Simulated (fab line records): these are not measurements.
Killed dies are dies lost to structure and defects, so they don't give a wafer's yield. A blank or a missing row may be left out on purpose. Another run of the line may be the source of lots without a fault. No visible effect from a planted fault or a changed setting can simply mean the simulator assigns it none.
fab line records	flow nand-harc
record: lots: 13	wafers: 39	last-day: 25
route steps=1159 shown A_SGD_CUT@758 A_SLIT@785 END@1159
lots that met no fault: from a run of the same line without faults
start-h: hours from the record's opening day to when the first of the lot's shown wafers began	wait-h: hours since the lot's step before	" the same as in the row above	L1.1+2: several wafers, shown together as one row	- no value, or no start was given	* or withheld: withheld	< > ~ a bound
route shown NAME@n: NAME is a module with steps in the file, n the number in the route of the first one	usual: average and standard deviation across the fault-free wafers	same: alike in all rows	chamber/n: place in a boat	sites: per-site readings	_std_site: standard deviation of those values	_edge_site: outer sites' mean less inner sites'	radius-mm: for every site, how far away it sits from the centre of the wafer	mask NAME#n: copy n	behind: the tool/chamber that last shaped the wafer	hold: why the lot went on hold/how many hours it stayed there/how the hold came to an end	device: names the non-switching transistor (n, p or np)	end of line: at the end of the route, the tests of the same wafers	step lacking rows: just its recipe	killed: the dies lost at the first sort to structure and to defects; this is not the yield of the wafer	map: the dies of a wafer, with x for killed, . for not killed, _ for no die there
set.NAME: setting as actually run; set.NAME@STEP: the setting as run at that earlier step	model.NAME: the simulator's own value behind a step, which no gauge read
route steps across a sampled set of lots; one table per step, one row per wafer
services: when a tool's chamber went out of use (start-h, in hours from the record's first day, below 0 if earlier), for how many hours, and the reason
== steps ==
step: NHARC_A_SGD_CUT_CD_MEAS_09
recipe: target-cd-nm: 100	landing-energy-ev: 500
usual: cd-nm: 99.9/0.6
lot.wafer	tool	chamber	start-h	wait-h	cd-nm
L172.2	cd-sem-02	0	315.82	-	98.9
L172.3	"	0	"	"	99.1
L172.5	"	0	"	"	99.1
L173.1	cd-sem-01	0	324.58	-	100.0
L173.2	"	0	"	"	100.6
L173.3	"	0	"	"	100.2
L174.1	cd-sem-03	0	325.11	-	99.6
L174.5	"	0	"	"	98.7
L174.6	"	0	"	"	99.7
L175.1	cd-sem-03	0	340.01	-	99.0
L175.2	"	0	"	"	99.3
L175.3	"	0	"	"	100.1
L178.1	cd-sem-01	0	352.73	-	99.4
L178.4	"	0	"	"	99.6
L178.6	"	0	"	"	100.1
L176.3	cd-sem-03	0	358.31	-	100.2
L176.4	"	0	"	"	99.9
L176.6	"	0	"	"	100.0
L184.2	cd-sem-01	0	379.59	-	99.6
L184.4	"	0	"	"	100.1
L184.5	"	0	"	"	100.3
L182.3	cd-sem-03	0	385.97	-	99.0
L182.4	"	0	"	"	98.9
L182.5	"	0	"	"	99.7
L181.3	cd-sem-02	0	392.20	-	100.4
L181.5	"	0	"	"	100.4
L181.6	"	0	"	"	99.6
L189.2	cd-sem-02	0	419.39	-	101.1
L189.3	"	0	"	"	99.8
L189.6	"	0	"	"	100.3
L192.1	cd-sem-01	0	429.25	-	99.2
L192.2	"	0	"	"	99.8
L192.4	"	0	"	"	99.4
L191.3	cd-sem-02	0	430.40	-	99.2
L191.5	"	0	"	"	99.5
L191.6	"	0	"	"	99.5
L193.2	cd-sem-01	0	452.12	-	99.9
L193.3	"	0	"	"	99.1
L193.4	"	0	"	"	99.0
step: NHARC_A_SGD_CUT_THK_MEAS_22
recipe: thk-meas-gauge: ellipsometry
usual: thk-nm: 148.0/1.6
lot.wafer	tool	chamber	start-h	wait-h	thk-nm
L172.2	film-metro-02	-	321.71	0.2	148.8
L172.3	"	-	"	"	150.2
L172.5	"	-	"	"	149.4
L174.1	film-metro-02	-	330.67	0.2	149.4
L174.5	"	-	"	"	148.2
L174.6	"	-	"	"	147.5
L173.1	film-metro-01	-	330.68	0.2	147.4
L173.2	"	-	"	"	149.6
L173.3	"	-	"	"	146.0
L175.1	film-metro-01	-	346.29	0.2	149.7
L175.2	"	-	"	"	148.1
L175.3	"	-	"	"	148.7
L178.1	film-metro-01	-	358.52	0.2	150.7
L178.4	"	-	"	"	148.1
L178.6	"	-	"	"	149.1
L176.3	film-metro-01	-	364.26	0.2	146.7
L176.4	"	-	"	"	147.8
L176.6	"	-	"	"	147.0
L184.2	film-metro-02	-	386.15	0.2	148.1
L184.4	"	-	"	"	148.9
L184.5	"	-	"	"	145.4
L182.3	film-metro-02	-	392.15	0.2	149.4
L182.4	"	-	"	"	147.4
L182.5	"	-	"	"	150.1
L181.3	film-metro-02	-	398.12	0.2	146.8
L181.5	"	-	"	"	149.8
L181.6	"	-	"	"	145.8
L189.2	film-metro-01	-	428.75	0.2	148.5
L189.3	"	-	"	"	151.3
L189.6	"	-	"	"	150.3
L191.3	film-metro-01	-	435.43	0.2	144.8
L191.5	"	-	"	"	146.3
L191.6	"	-	"	"	146.2
L192.1	film-metro-02	-	435.43	0.2	150.7
L192.2	"	-	"	"	148.3
L192.4	"	-	"	"	147.8
L193.2	film-metro-01	-	457.68	0.2	146.7
L193.3	"	-	"	"	149.6
L193.4	"	-	"	"	145.1
step: NHARC_A_SLIT_SOFTBAKE_04
recipe: temp-c: 105	time-s: 55
usual: heater-power-total-W: 188.44/0.14
lot.wafer	tool	chamber	start-h	wait-h	heater-power-total-W
L172.2	litho-track-06	0	324	-	188.47
L172.3	"	0	"	"	188.73
L172.5	"	0	"	"	188.33
L174.1	litho-track-04	0	334	-	188.38
L174.5	"	0	"	"	188.35
L174.6	"	0	"	"	188.27
L173.1	litho-track-06	0	334	-	188.34
L173.2	"	0	"	"	188.45
L173.3	"	0	"	"	188.35
L175.1	litho-track-06	0	349	-	188.37
L175.2	"	0	"	"	188.33
L175.3	"	0	"	"	188.57
L178.1	litho-track-06	0	364	-	188.73
L178.4	"	0	"	"	188.31
L178.6	"	0	"	"	188.60
L176.3	litho-track-01	0	368	-	188.41
L176.4	"	0	"	"	188.28
L176.6	"	0	"	"	188.50
L184.2	litho-track-06	0	390	-	214.05
L184.4	"	0	"	"	213.98
L184.5	"	0	"	"	213.95
L182.3	litho-track-04	0	395	-	188.45
L182.4	"	0	"	"	188.72
L182.5	"	0	"	"	188.42
L181.3	litho-track-06	0	401	-	214.47
L181.5	"	0	"	"	214.21
L181.6	"	0	"	"	214.21
L189.2	litho-track-04	0	432	-	188.61
L189.3	"	0	"	"	188.47
L189.6	"	0	"	"	188.56
L192.1	litho-track-01	0	439	-	188.70
L192.2	"	0	"	"	188.60
L192.4	"	0	"	"	188.37
L191.3	litho-track-04	0	440	-	188.34
L191.5	"	0	"	"	188.47
L191.6	"	0	"	"	188.46
L193.2	litho-track-06	0	464	-	188.42
L193.3	"	0	"	"	188.33
L193.4	"	0	"	"	188.30
step: NHARC_A_SLIT_DESCUM_14
recipe: time-s: 3	o2-flow-sccm: 200	ar-flow-sccm: 0	bias-power-w: 0	chemistry: O2
usual: drypump-motor-current-A: 5.6/0.36	oes-product-au: 1.003/0.0094	rf-vpp-V: 57.8/0.83	showerhead-plenum-p-Torr: 1.95/0.087	throttle-valve-pct: 11.312/0.0093
lot.wafer	tool	chamber	start-h	wait-h	drypump-motor-current-A	oes-product-au	rf-hours-counter-h	rf-vpp-V	showerhead-plenum-p-Torr	throttle-valve-pct
L172.3	rie-diel-09	2	325.64	0.1	5.0	1.001	5	57.7	1.95	11.301
L172.2	"	0	"	"	5.3	1.019	5	57.6	2.00	11.314
L172.5	"	2	"	"	5.0	1.015	-	57.5	1.95	11.305
L174.1	rie-diel-03	1	334.84	0.1	6.0	1.003	7	57.2	2.01	11.315
L174.6	"	0	"	"	5.8	1.011	-	58.3	2.03	11.305
L174.5	"	1	"	"	6.0	0.997	-	58.2	2.01	11.310
L173.2	rie-diel-10	1	335.01	0.1	5.3	0.985	10	57.4	1.94	11.317
L173.3	"	2	"	"	5.6	1.001	10	58.4	2.06	11.323
L173.1	"	3	"	"	6.2	0.994	12	58.0	1.85	11.322
L175.1	rie-diel-09	3	350.47	0.1	5.5	1.007	5	57.4	2.05	11.321
L175.2	"	1	"	"	5.9	0.994	8	57.2	1.95	11.307
L175.3	"	2	"	"	5.0	1.006	7	57.7	1.95	11.326
L178.4	rie-diel-10	0	365.44	0.1	5.4	0.997	0	56.4	1.83	11.308
L178.1	"	1	"	"	5.2	1.016	0	57.8	1.94	11.323
L178.6	"	0	"	"	5.4	0.989	-	57.7	1.83	11.311
L176.4	rie-diel-10	0	369.21	0.1	5.4	0.996	1	58.0	1.83	11.308
L176.3	"	3	"	"	6.2	1.019	0	58.4	1.84	11.317
L176.6	"	0	"	"	5.4	0.994	-	57.6	1.83	11.315
L184.2	rie-diel-10	1	391.08	0.1	5.2	1.000	3	58.2	1.94	11.318
L184.5	"	2	"	"	5.6	0.992	-	58.3	2.05	11.305
L184.4	"	3	"	"	6.3	0.994	-	57.8	1.84	11.318
L182.4	rie-diel-10	1	395.88	0.1	5.2	0.993	3	57.6	1.94	11.314
L182.3	"	2	"	"	5.6	1.006	3	58.7	2.05	11.298
L182.5	"	2	"	"	5.6	1.008	-	57.4	2.05	11.316
L181.3	rie-diel-10	0	402.18	0.1	5.4	0.993	2	56.7	1.83	11.304
L181.6	"	3	"	"	6.3	1.010	-	58.4	1.84	11.289
L181.5	"	0	"	"	5.4	0.990	-	58.6	1.83	11.303
L189.2	rie-diel-10	1	433.14	0.1	5.3	1.004	5	57.9	1.94	11.312
L189.3	"	2	"	"	5.6	0.994	5	60.3	2.05	11.301
L189.6	"	1	"	"	5.3	0.999	-	58.4	1.94	11.293
L192.2	rie-diel-10	0	439.80	0.1	5.4	0.996	5	58.2	1.83	11.309
L192.4	"	1	"	"	5.2	1.004	6	58.7	1.94	11.310
L192.1	"	2	"	"	5.6	1.014	6	57.3	2.05	11.310
L191.3	rie-diel-09	3	440.59	0.1	5.6	1.000	0	57.5	2.05	11.309
L191.5	"	3	"	"	5.6	0.998	-	58.3	2.05	11.296
L191.6	"	0	"	"	5.3	1.003	-	57.2	2.00	11.321
L193.2	rie-diel-09	0	465.28	0.1	5.3	1.019	2	58.5	2.00	11.324
L193.3	"	2	"	"	5.0	1.007	2	57.8	1.95	11.311
L193.4	"	2	"	"	5.0	1.007	-	58.0	1.95	11.306
step: NHARC_END_SORT_01
recipe: temp-c: 25
usual: killed-at-array: 25/9.2	killed-at-other: 0.8/1.2	killed-at-periphery: 3.9/2.6	killed-dies: 30/9.7	killed-open: 3.4/1.9	killed-short: 2.0/1.4
same: gross-dies: 677
lot.wafer	tool	chamber	start-h	wait-h	killed-at-array	killed-at-other	killed-at-periphery	killed-dies	killed-open	killed-short
L182.3	prober-01	0	516.79	3.1	24	0	3	27	5	1
L182.4	prober-01	0	517.59	3.4	24	0	6	30	2	2
L182.5	prober-01	0	518.40	3.7	21	1	7	29	3	3
killed by level:class
L182.3 A_SLIT:chamber-film-flake=14 A_CONTACT:geometric-particle:open=3 A_CONTACT:chamber-film-flake=3 P_M0:geometric-particle:open=2 A_CHANNEL_HOLE_D1:chamber-film-flake=2 A_M1:geometric-particle:short=1 P_GATE:chamber-film-flake=1 A_WL_FILL:chamber-film-flake=1
L182.4 A_SLIT:chamber-film-flake=11 A_CHANNEL_HOLE_D1:chamber-film-flake=4 A_CONTACT:chamber-film-flake=4 A_STAIRCASE:chamber-film-flake=3 P_ZERO_WELL:chamber-film-flake=2 P_GATE:chamber-film-flake=2 P_STI:geometric-particle:short=1 P_CONTACT:geometric-particle:open=1
L182.5 A_CONTACT:chamber-film-flake=7 A_CHANNEL_HOLE_D1:chamber-film-flake=5 A_SLIT:chamber-film-flake=5 P_ZERO_WELL:chamber-film-flake=2 P_GATE:chamber-film-flake=2 A_STAIRCASE:chamber-film-flake=2 P_GATE:geometric-particle:open=1 P_CONTACT:geometric-particle:open=1
== services ==
tool	chamber	start-h	hours	kind
rie-diel-10	0	308.22	-	clean
rie-diel-10	1	308.22	-	clean
rie-diel-10	2	308.22	-	clean
rie-diel-10	3	308.22	-	clean
litho-track-04	-	316.00	7.0	pm
rie-diel-09	3	317.07	4.9	repair
rie-diel-10	0	332.72	-	clean
rie-diel-10	1	332.72	-	clean
rie-diel-10	2	332.72	-	clean
rie-diel-10	3	332.72	-	clean
rie-diel-09	2	336.39	7.4	repair
rie-diel-10	0	340.37	2.4	repair
rie-diel-03	-	345.17	0.1	repair
rie-diel-10	-	353.50	9.0	pm
rie-diel-10	0	353.50	9.0	vent-cycle
rie-diel-09	-	369.84	0.8	repair
rie-diel-10	0	383.70	7.9	repair
rie-diel-03	-	392.30	9.0	pm
rie-diel-03	-	403.68	0.3	repair
rie-diel-09	-	431.43	9.0	pm
litho-track-01	-	443.00	7.0	pm
rie-diel-09	1	448.12	5.6	repair
rie-diel-03	3	449.49	10.5	repair
rie-diel-09	3	459.15	12.2	repair
== key ==
first-sign: step: NHARC_A_SLIT_SOFTBAKE_04	reading: heater-power-total-W	direction: up	sigmas: 99+	usual: *	struck: *
effect none on later readings
met-at NHARC_A_SLIT_SOFTBAKE_04
struck-lots L181,L184
tester-left-out L181,L184
not-acting-at NHARC_A_SGD_CUT_CD_MEAS_09,NHARC_A_SGD_CUT_THK_MEAS_22,NHARC_A_SLIT_DESCUM_14
onset-between 364 390
fault: kind: process-parameter-drift	tool: litho-track-06	chamber: -	onset-h: 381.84	steps: NHARC_A_SLIT_SOFTBAKE_04	channel: time-s	offset: *	shape: step	end-h: 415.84	acts-in: *	stated: *
tester-left-out: of these lots the tester's yield and bins aren't shown, on N5 and GAA mostly nor the transistor test; their killed dies are dies lost to structure and defects alone, not to doping, threshold or leakage, so they don't give the yield
